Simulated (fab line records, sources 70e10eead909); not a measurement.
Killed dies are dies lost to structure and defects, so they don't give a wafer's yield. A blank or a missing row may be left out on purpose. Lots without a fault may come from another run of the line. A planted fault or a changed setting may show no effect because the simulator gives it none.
Which tool did it? | flow nand_harc | 6 lots, 18 wafers sampled, at 4 steps of a route of 1302

WHAT THE GAUGES READ, wafer by wafer
NHARC_P_M2_CD_MEAS_09: target cd 170 nm.
lot  | measured     | on        | cd_nm (nm)
L157 | day 7 20:07  | cd_sem-01 | 169.1 169.0 169.6
L162 | day 9 17:02  | cd_sem-01 | 170.0 171.8 170.3
L168 | day 12 06:45 | cd_sem-03 | 169.6 170.4 170.0
L169 | day 12 14:11 | cd_sem-03 | 169.8 169.4 169.7
L173 | day 14 05:08 | cd_sem-02 | 120.7 120.7 121.7
L177 | day 16 01:54 | cd_sem-03 | 168.6 170.5 169.7

WHICH TOOL RAN EACH LOT (tool, then ch and the chambers of the sampled wafers, then the start)
lot  | NHARC_P_M1_CMP_23             | NHARC_P_M1_DEP_33               | NHARC_P_M2_PEB_07
L157 | cmp-02 ch 1,2,3, day 7 18:19  | pecvd-01 ch 0,2, day 7 18:58    | litho_track-06 ch 0, day 7 20:02
L162 | cmp-02 ch 0,1, day 9 15:09    | pecvd-03 ch 0,1,2, day 9 15:54  | litho_track-06 ch 0, day 9 16:58
L168 | cmp-04 ch 1,2,3, day 12 05:02 | pecvd-01 ch 1,2, day 12 05:40   | litho_track-04 ch 0, day 12 06:40
L169 | cmp-02 ch 0,2, day 12 12:10   | pecvd-01 ch 1,2, day 12 12:46   | litho_track-06 ch 0, day 12 14:06
L173 | cmp-02 ch 0,2,3, day 14 03:16 | pecvd-03 ch 0,1, day 14 03:58   | litho_track-06 ch 0, day 14 05:03
L177 | cmp-04 ch 1,2,3, day 16 00:11 | pecvd-02 ch 0,1,2, day 16 00:47 | litho_track-04 ch 0, day 16 01:49
- NHARC_P_M1_CMP_23: polishes, t overpolish 20 s, target thk 157.82 nm.
- NHARC_P_M1_DEP_33: deposits SiCN, target thk 30 nm.
- NHARC_P_M2_PEB_07: peb time 65 s.

THE ANSWER, worked out from the rows above alone
Rule: what is usual is taken from the lots themselves. Put in order of their means at a reading, lots are off if they are a third of the lots or fewer, leave a main group of 4 or more, and stand apart from it by a gap of 3 or more times the standard deviation of the main group's means; of several such gaps the widest counts. A main group whose means are all the same, to the digits that the tables above print for the reading, isn't used. A lot without any number at a reading at which 4 lots or more have one is off too. The other lots that the step has rows for count as sound.
Off: L173, at NHARC_P_M2_CD_MEAS_09 (cd_nm). The main group: mean 169.8 nm, standard deviation 0.5.
A tool fits if, at a process step before that reading, it ran every lot that is off, and no sound lot after the first of them. The gauges at NHARC_P_M2_CD_MEAS_09 are tried like those tools. Can't be told from this: 4 tools fit, cmp-02 at NHARC_P_M1_CMP_23, pecvd-03 at NHARC_P_M1_DEP_33, litho_track-06 at NHARC_P_M2_PEB_07, cd_sem-02 at NHARC_P_M2_CD_MEAS_09.

WHAT THE SIMULATOR HAD PUT IN
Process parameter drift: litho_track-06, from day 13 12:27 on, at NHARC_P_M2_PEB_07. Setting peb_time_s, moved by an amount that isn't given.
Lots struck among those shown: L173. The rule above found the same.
